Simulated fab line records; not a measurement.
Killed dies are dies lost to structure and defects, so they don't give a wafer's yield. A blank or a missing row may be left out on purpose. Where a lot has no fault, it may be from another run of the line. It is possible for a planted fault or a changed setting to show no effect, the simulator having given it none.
2 desks, one fault    flow nand_harc    each desk has only its own numbers; what lay behind them comes last

== AT THE TOOL OWNER'S DESK: rie_diel-06 ==
The tool's own readings at NHARC_A_CONTACT_ETCH_49 (etches the open film in N2/H2, target depth 260 nm, time 475.3 s): means of the sampled wafers that have a number, for each lot that ran on this tool. The brackets show how far a lot's mean lies from the usual mean; more than 4 standard deviations puts the lot out of limits, marked OUT.
Columns: A = drypump_motor_current_A at NHARC_A_CONTACT_ETCH_49, usual 5.7 A; B = oes_product_au at NHARC_A_CONTACT_ETCH_49, usual 1.002 a.u.; C = rf_vpp_V at NHARC_A_CONTACT_ETCH_49, usual 431 V; D = run_length_s at NHARC_A_CONTACT_ETCH_49, usual 496.5 s; E = showerhead_plenum_p_Torr at NHARC_A_CONTACT_ETCH_49, usual 2.05 Torr; F = throttle_valve_pct at NHARC_A_CONTACT_ETCH_49, usual 14.172 %
lot   first seen here  A    B      C    D                E     F
L434  day 22 03:22     5.5  0.997  429  496.7            2.00  14.173
L439  day 23 11:11     5.4  0.986  431  481.9 (-33) OUT  2.04  14.173
L437  day 24 03:39     5.3  0.993  431  467.7 (-65) OUT  2.04  14.166
L445  day 26 19:55     5.6  1.003  431  496.7            2.06  14.171
L449  day 28 00:02     5.3  0.994  428  496.5            1.97  14.170
L452  day 29 18:02     5.6  0.988  432  496.5            2.12  14.176
L453  day 29 21:46     5.6  0.986  431  496.5            2.05  14.172
This desk's verdict: out of limits on L437, L439, starting with L439 at day 23 11:11 (run_length_s at NHARC_A_CONTACT_ETCH_49). L434, L445, L449, L452, L453 stayed within limits.

== THE DEFECT DESK ==
What the inspections along the route counted, lot by lot: means of the sampled wafers that have a number. The brackets show how far a lot's mean lies from the usual mean; more than 4 standard deviations puts the lot out of limits, marked OUT.
Columns: A = raw_defect_count at NHARC_A_CONTACT_INSPECT_44, usual 86
lot   first seen here  A
L434  day 22 02:49     151
L439  day 23 10:53     62
L437  day 24 03:23     75
L438  day 24 07:43     71
L445  day 26 19:41     92
L448  day 27 07:59     145
L449  day 27 23:47     114
L447  day 28 08:37     101
L450  day 29 01:03     105
L452  day 29 17:47     80
L453  day 29 21:31     63
L454  day 30 19:36     45
L456  day 31 00:10     66
This desk's finding: nothing out of limits on any of the 13 lots.

== TAKEN TOGETHER ==
On L437, L439, at day 23 11:11, an alarm was possible from the tool owner's desk.
The defect desk saw nothing out of limits.
The defect desk has L437, L439 on record, within its limits.
Every lot named ran NHARC_A_CONTACT_ETCH_49 on rie_diel-06.

== WHAT THE SIMULATOR PUT IN ==
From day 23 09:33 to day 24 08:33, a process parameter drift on rie_diel-06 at NHARC_A_CONTACT_ETCH_49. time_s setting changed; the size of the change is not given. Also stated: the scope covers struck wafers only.
Lots struck among those shown: L437, L439.
Each desk's first reading out of limits, in hours after the fault started: the tool owner's desk, 2.
